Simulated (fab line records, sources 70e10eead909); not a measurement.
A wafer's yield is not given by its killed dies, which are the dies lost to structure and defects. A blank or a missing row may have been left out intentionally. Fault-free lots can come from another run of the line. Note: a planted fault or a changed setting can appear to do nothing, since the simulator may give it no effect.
Struck lot and sound lot, side by side / flow nandHarc / 14 steps out of a route of 1302
Sound: wafers L718.2, L718.4, L718.5. Wafers L723.1, L723.2, L723.6 were the ones struck. At the end, the cause is stated.
For every step that has rows: the tool of each side, followed by ch and its chambers, followed by its first start. Under that, the readings that differ: sound wafers / struck wafers / difference of the means / sigmas: that difference in standard deviations of wafers without a fault.
alike: words and numbers the same on both sides, and readings whose means are apart by under 2 such deviations; not compared: readings that were withheld, readings missing a value for some wafer, numbers with overlapping values and no deviation given by the record, and bounds like >300 which may hide the same value.
The two part at a step that has a row with sigmas, a row that says differs or no value, or rows on one side only. Non-overlapping numbers with no deviation appear without sigmas and do not part them. A reading that every wafer of one side lacks parts them only if that side has two wafers or more.

NHARC_P_M1_CMP_23: polishes, t overpolish 20 s, target thk 157.82 nm.
  sound on cmp-03 ch 0,2,3, day 9 16:07; struck on cmp-04 ch 1,2, day 11 15:52
  alike: motorCurrentA, timeToEndpointS
NHARC_P_M1_THK_MEAS_24: measures by xrf.
  struck on filmMetro-02, day 11 16:11; sound on filmMetro-02, day 9 16:25
  alike: thkNm
following that, these wafers have no rows for 1 step: NHARC_P_M1_SRD_25.
NHARC_P_M1_INSPECT_27:
  struck on defectInspect-02, day 11 16:20; sound on defectInspect-02, day 9 16:35
  alike: rawDefectCount
NHARC_P_M1_PRE_CLEAN_32: time 12 s.
  sound on pecvd-01 ch 1,2, day 9 17:07; struck on pecvd-01 ch 0,1,2, day 11 16:24
  alike: heaterPowerW
NHARC_P_M1_DEP_33: deposits SiCN, target thk 30 nm.
  sound on pecvd-01 ch 1,2, day 9 17:15; struck on pecvd-01 ch 0,1,2, day 11 16:29
  alike: heaterPowerW
then, 5 steps without rows for these wafers: NHARC_P_M2_DEP_00 (deposits SiOC, target thk 182.5 nm); NHARC_P_M2_DEHYDRATE_01 (time 120 s); NHARC_P_M2_HMDS_02 (time 30 s); NHARC_P_M2_COAT_34 (time 65 s); NHARC_P_M2_COAT_03 (resist thk 90 nm).
NHARC_P_M2_SOFTBAKE_04: time 55 s.
  sound on lithoTrack-06 ch 0, day 9 17:00; struck on lithoTrack-01 ch 0, day 11 17:00
reading=heaterPowerTotalW (W); sound=188.71 188.44 188.42; struck=212.81 212.44 212.61; difference=+24.10; sigmas=+99 or more
following that, these wafers have no rows for 1 step: NHARC_P_M2_EBR_05.
-- the record jumps here: 18 days lie between the struck wafers' starts before and after (it left off in module P_M2 and takes up again in module END, whose first step shown is number 1302 of the route) --
NHARC_END_SORT_01:
  the record has rows for the struck wafers here (prober-02 ch 0, day 29 15:32) and none for the sound ones

WHERE THEY PART
First at NHARC_P_M2_SOFTBAKE_04; last, within this record, at NHARC_END_SORT_01.

WHY: whatever the simulator had introduced
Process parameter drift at NHARC_P_M2_SOFTBAKE_04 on lithoTrack-01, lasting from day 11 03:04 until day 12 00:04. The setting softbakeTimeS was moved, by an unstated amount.
